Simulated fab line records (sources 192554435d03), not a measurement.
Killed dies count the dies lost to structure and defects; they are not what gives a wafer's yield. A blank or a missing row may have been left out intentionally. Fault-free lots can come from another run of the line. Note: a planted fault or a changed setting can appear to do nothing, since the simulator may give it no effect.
A lot that was struck, set against a sound lot | flow n5_finfet | 26 out of 1938 route steps
Sound: these wafers, L529.2, L529.4, L529.6. Wafers struck: L530.2, L530.3, L530.4. The cause is given at the end.
Each step with rows lists, per side, the tool, then ch with its chambers, then its first start. Under that, the readings that differ: sound wafers | struck wafers | difference of the means | sigmas: that difference in standard deviations of wafers without a fault.
alike: a reading whose means differ by less than 2 such deviations, as well as words and numbers matching on both sides. not compared: withheld readings; readings where some wafer has no value; bounds like >300 that might hide an equal value; numbers whose values overlap and for which the record gives no deviation.
A row with sigmas, a row that says differs or no value, or rows on one side alone: a step with any of these is where the two part. Non-overlapping numbers with no deviation appear without sigmas and do not part them. A reading that every wafer of one side lacks parts them only if that side has two wafers or more.

first, 3 steps without rows for these wafers: N5_FIN_SAQP_SRD_01 (time 30 s); N5_FIN_SAQP_ALD_61 (deposits SiO2, target thk 4 nm, pulse time 1 s, purge time 2 s); N5_FIN_SAQP_DENSIFY_62 (time 60 s).
N5_FIN_SAQP_HM_DEP_03: deposits SiNx from SiH4/NH3/N2, target thk 38 nm, time 33.6 s.
  sound on pecvd-04 ch 0,1, day 2 15:16; struck on pecvd-03 ch 0,2, day 2 21:01
  alike: heater_power_w, showerhead_plenum_p_Torr, throttle_valve_pct
N5_FIN_SAQP_THK_MEAS_05:
  sound: film_metro-02 at day 2 15:23; struck: film_metro-02 at day 2 21:08
  alike: thk_nm
N5_FIN_SAQP_PECVD_47: deposits a-Si from SiH4/He, target thk 45 nm, time 36.3 s.
  sound on pecvd-03 ch 0,1,2, day 2 15:25; struck on pecvd-03 ch 0,2, day 2 21:10
  alike: heater_power_w, showerhead_plenum_p_Torr, throttle_valve_pct
N5_FIN_SAQP_PECVD_48: deposits SiNx from SiH4/NH3/N2, target thk 25 nm, time 22.1 s.
  sound on pecvd-03 ch 0,1,2, day 2 15:28; struck on pecvd-03 ch 0,2, day 2 21:14
  alike: heater_power_w, showerhead_plenum_p_Torr, throttle_valve_pct
N5_FIN_SAQP_PECVD_06: deposits a-Si from SiH4/He, target thk 60 nm, time 48.1 s.
  sound on pecvd-03 ch 0,1,2, day 2 15:29; struck on pecvd-03 ch 0,2, day 2 21:17
  alike: heater_power_w, showerhead_plenum_p_Torr, throttle_valve_pct
N5_FIN_SAQP_THK_MEAS_07:
  sound: film_metro-02 at day 2 15:35; struck: film_metro-01 at day 2 21:25
  alike: thk_nm
N5_FIN_SAQP_HM_DEP_72: deposits SiO2 from SiH4/N2O, target thk 12 nm, time 7.2 s.
  sound on pecvd-03 ch 0,2, day 2 15:37; struck on pecvd-03 ch 0,2, day 2 21:26
  alike: heater_power_w, showerhead_plenum_p_Torr
then, 2 steps without rows for these wafers: N5_FIN_SAQP_COAT_49 (time 60 s, resist thk 100 nm); N5_FIN_SAQP_COAT_50 (time 60 s, resist thk 35 nm).
N5_FIN_SAQP_COAT_10: resist thk 90 nm.
  sound on litho_track-03 ch 0, day 2 15:42; struck on litho_track-03 ch 0, day 2 21:33
  reading                                       | sound                | struck               | difference | sigmas
  spin_speed_rpm (rpm)                          | 1501.3 1501.1 1500.1 | 1590.2 1588.3 1589.5 | +88.5      | +80
  model.CAR-ArF_of_FIN_SAQP_COAT_10.thk_nm (nm) | 90.09 89.65 89.89    | 87.45 87.45 87.78    | -2.32      |
then, 5 steps without rows for these wafers: N5_FIN_SAQP_EBR_12; N5_FIN_SAQP_SOFTBAKE_11 (time 60 s); N5_FIN_SAQP_EXPOSE_13 (exposes mask FIN CORE, target cd 35.6 nm); N5_FIN_SAQP_PEB_14 (peb time 60 s); N5_FIN_SAQP_DEVELOP_15 (develop time 30 s).
N5_FIN_SAQP_CD_MEAS_16 targets a cd of 35.6 nm.
  sound on cd_sem-01 ch 0, day 2 16:04; struck on cd_sem-03 ch 0, day 2 21:47
  alike: cd_nm
N5_FIN_SAQP_OVL_MEAS_17:
  sound on overlay-01 ch 0, day 2 16:07; struck on overlay-02 ch 0, day 2 21:50
  alike: FIN_CORE_OVL
N5_FIN_SAQP_INSPECT_18: inspects for defects (brightfield).
  sound: defect_inspect-02 at day 2 16:08; struck: defect_inspect-01 at day 2 21:51
  alike: raw_defect_count
then, 1 step without rows for these wafers: N5_FIN_SAQP_DESCUM_21 (chemistry O2, time 7.9 s).
N5_FIN_SAQP_ETCH_51: etches SiARC in CF4, target depth 45.5 nm, time 75.8 s.
  sound on rie_diel-06 ch 1,3, day 2 16:12; struck on rie_diel-05 ch 0,2,3, day 2 21:55
  reading                                       | sound             | struck            | difference | sigmas
  model.CAR-ArF_of_FIN_SAQP_COAT_10.thk_nm (nm) | 50.99 50.52 50.74 | 48.17 48.31 48.63 | -2.38      |
  alike: cf4_flow_sccm, drypump_motor_current_A, etch_rf_on_time_s, oes_product_au, rf_vpp_V, showerhead_plenum_p_Torr, throttle_valve_pct
  not compared: rf_hours_counter_h
then, 1 step without rows for these wafers: N5_FIN_SAQP_ETCH_52 (etches SOC in N2/H2, target depth 100 nm, overetch 20 nm, time 150 s).
-- here the record skips 6 days between the struck wafers' starts before and after, leaving off in module FIN_SAQP and picking up in module BEOL_M4 (first step shown: number 1111 of the route) --
N5_BEOL_M4_RC_MEAS_101:
  sound on prober-02 ch 0, day 9 00:23; struck on prober-01 ch 0, day 9 06:17
  reading       | sound       | struck      | difference | sigmas
  ION_P (uA/um) | 461 449 461 | 470 470 480 | +16        | +2
  VT_N (mV)     | 253 254 254 | 243 246 246 | -9         | -3
  alike: DIBL_N, DIBL_P, IOFF_N, IOFF_P, ION_N, SS_N, SS_P, VT_P
-- the record jumps here: 4 days lie between the struck wafers' starts before and after (it left off in module BEOL_M4 and takes up again in module PASSIVATION, whose first step shown is number 1936 of the route) --
N5_PASSIVATION_PROBE_49:
  only the struck wafers here have rows in the record (prober-01, day 13 11:28); the sound ones have none

== WHERE THEY PART ==
Earliest at N5_FIN_SAQP_COAT_10; latest, in this record, at N5_PASSIVATION_PROBE_49.

WHY: what had been put in by the simulator
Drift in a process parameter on litho_track-03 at N5_FIN_SAQP_COAT_10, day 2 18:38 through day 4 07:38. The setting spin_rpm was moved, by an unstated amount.
